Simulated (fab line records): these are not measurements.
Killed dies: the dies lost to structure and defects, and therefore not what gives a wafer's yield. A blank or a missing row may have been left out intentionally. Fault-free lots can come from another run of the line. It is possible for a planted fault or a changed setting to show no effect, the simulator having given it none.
Chamber matching -- flow n5Finfet -- N5_BEOL_M5_VIA_ETCH_34 on rieDiel-02: 4 sister chambers
The step etches SiCOH lowk in C4F6/O2, target depth 88.3 nm, time 39.2 s. 20 wafers are shown with their chamber, then 10 later ones without.

WAFERS PAIRED WITH THEIR CHAMBERS
wafer,chamber,rfVppV (V),drypumpMotorCurrentA (A),showerheadPlenumPTorr (Torr)
L074.2,0,661,6.3,2.95
L074.4,3,643,5.2,2.78
L074.5,0,659,6.3,2.95
L076.3,0,659,6.3,2.95
L076.5,1,717,6.6,2.86
L076.6,0,659,6.3,2.95
L082.1,2,679,6.1,2.81
L082.2,1,716,6.7,2.86
L082.3,0,659,6.3,2.94
L084.2,0,658,6.2,2.94
L084.3,3,642,5.3,2.77
L084.4,2,680,6.1,2.80
L086.1,0,660,6.2,2.94
L086.2,3,645,5.3,2.77
L086.6,1,717,6.6,2.85
L089.1,0,658,6.3,2.94
L089.4,1,717,6.7,2.85
L089.6,0,659,6.3,2.94
L090.1,2,680,6.1,2.80
L090.3,3,643,5.2,2.76

SIGNATURES (averages over the wafers above)
reading,chamber 0,chamber 1,chamber 2,chamber 3,scatter within a chamber
rfVppV,659.11,716.75,679.67,643.25,0.903
drypumpMotorCurrentA,6.278,6.650,6.100,5.250,0.0471
showerheadPlenumPTorr,2.9444,2.8550,2.8033,2.7700,0.00607
Rule: distance of a wafer from a chamber = root of the sum over the readings of ((wafer's reading minus chamber's mean) / reading's scatter) squared. The wafer belongs to the nearest chamber; if the next one is less than 2 further off, it can't be placed. The scatter is the square root of a quotient: the sum, over the shown wafers, of each reading's squared deviation from its chamber's mean, divided by wafers minus chambers.

WAFERS WHOSE CHAMBER IS MISSING
wafer,rfVppV (V),drypumpMotorCurrentA (A),showerheadPlenumPTorr (Torr)
L090.5,680,6.1,2.80
L091.2,657,6.3,2.93
L091.4,644,5.3,2.76
L091.6,717,6.7,2.85
L093.2,643,5.3,2.76
L093.3,682,6.2,2.80
L093.5,643,5.3,2.76
L096.2,680,6.1,2.79
L096.4,680,6.1,2.79
L096.6,643,5.3,2.76

EACH ONE'S CHAMBER
wafer,from the rows above,in truth
L090.5,2,2
L091.2,0,0
L091.4,3,3
L091.6,1,1
L093.2,3,3
L093.3,2,2
L093.5,3,3
L096.2,2,2
L096.4,2,2
L096.6,3,3
10 of 10 placed correctly. Can't be placed from these rows: 0. Placed wrongly: 0.
